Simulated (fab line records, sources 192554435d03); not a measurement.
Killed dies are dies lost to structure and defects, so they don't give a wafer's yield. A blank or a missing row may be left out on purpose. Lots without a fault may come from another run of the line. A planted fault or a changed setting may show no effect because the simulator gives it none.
Chamber matching || flow n5 finfet || N5_FIN_SAQP_SPACER2_ETCHBACK_29 on rie diel-01 has 4 sister chambers
The step etches SiO2 in CHF3/O2, target depth 12.2 nm, time 6.1 s. 8 wafers are shown with their chamber, then 11 later ones without.

## WAFERS PAIRED WITH THEIR CHAMBERS
{"wafer": "L080.6", "chamber": 3, "rf vpp V (V)": 538, "throttle valve pct (%)": 18.83}
{"wafer": "L083.1", "chamber": 1, "rf vpp V (V)": 539, "throttle valve pct (%)": 19.10}
{"wafer": "L083.3", "chamber": 0, "rf vpp V (V)": 509, "throttle valve pct (%)": 18.63}
{"wafer": "L083.5", "chamber": 2, "rf vpp V (V)": 518, "throttle valve pct (%)": 19.46}
{"wafer": "L086.2", "chamber": 0, "rf vpp V (V)": 507, "throttle valve pct (%)": 18.62}
{"wafer": "L086.5", "chamber": 1, "rf vpp V (V)": 539, "throttle valve pct (%)": 19.13}
{"wafer": "L086.6", "chamber": 2, "rf vpp V (V)": 517, "throttle valve pct (%)": 19.45}
{"wafer": "L089.2", "chamber": 3, "rf vpp V (V)": 538, "throttle valve pct (%)": 18.83}

## WAFERS WITH NO CHAMBER GIVEN
{"wafer": "L089.4", "rf vpp V (V)": 510, "throttle valve pct (%)": 18.64}
{"wafer": "L089.6", "rf vpp V (V)": 539, "throttle valve pct (%)": 18.86}
{"wafer": "L090.3", "rf vpp V (V)": 537, "throttle valve pct (%)": 18.84}
{"wafer": "L090.5", "rf vpp V (V)": 537, "throttle valve pct (%)": 19.13}
{"wafer": "L090.6", "rf vpp V (V)": 509, "throttle valve pct (%)": 18.65}
{"wafer": "L093.2", "rf vpp V (V)": 538, "throttle valve pct (%)": 19.13}
{"wafer": "L093.4", "rf vpp V (V)": 518, "throttle valve pct (%)": 19.48}
{"wafer": "L093.5", "rf vpp V (V)": 509, "throttle valve pct (%)": 18.66}
{"wafer": "L094.1", "rf vpp V (V)": 538, "throttle valve pct (%)": 19.14}
{"wafer": "L094.2", "rf vpp V (V)": 518, "throttle valve pct (%)": 19.48}
{"wafer": "L094.4", "rf vpp V (V)": 537, "throttle valve pct (%)": 18.89}

## EACH ONE'S CHAMBER
{"wafer": "L089.4", "from the rows above": 0, "in truth": 0}
{"wafer": "L089.6", "from the rows above": 3, "in truth": 3}
{"wafer": "L090.3", "from the rows above": 3, "in truth": 3}
{"wafer": "L090.5", "from the rows above": 1, "in truth": 1}
{"wafer": "L090.6", "from the rows above": 0, "in truth": 0}
{"wafer": "L093.2", "from the rows above": 1, "in truth": 1}
{"wafer": "L093.4", "from the rows above": 2, "in truth": 2}
{"wafer": "L093.5", "from the rows above": 0, "in truth": 0}
{"wafer": "L094.1", "from the rows above": 1, "in truth": 1}
{"wafer": "L094.2", "from the rows above": 2, "in truth": 2}
{"wafer": "L094.4", "from the rows above": 3, "in truth": 3}
11 of 11 placed correctly. From these rows, 0 cannot be placed. Wrongly placed: 0.
How it was worked out, from the rows above alone: a wafer's distance from a chamber is the root of the sum, over the readings, of the square of ((its reading less the chamber's mean) divided by the reading's scatter). The wafer belongs to the nearest chamber; if the next one is less than 2 further off, it can't be placed. For every chamber, the mean is computed from those of its wafers that are shown. The scatter: take each reading less its chamber's mean, square it, sum over the shown wafers, divide by the number of wafers less the number of chambers, and take the root.
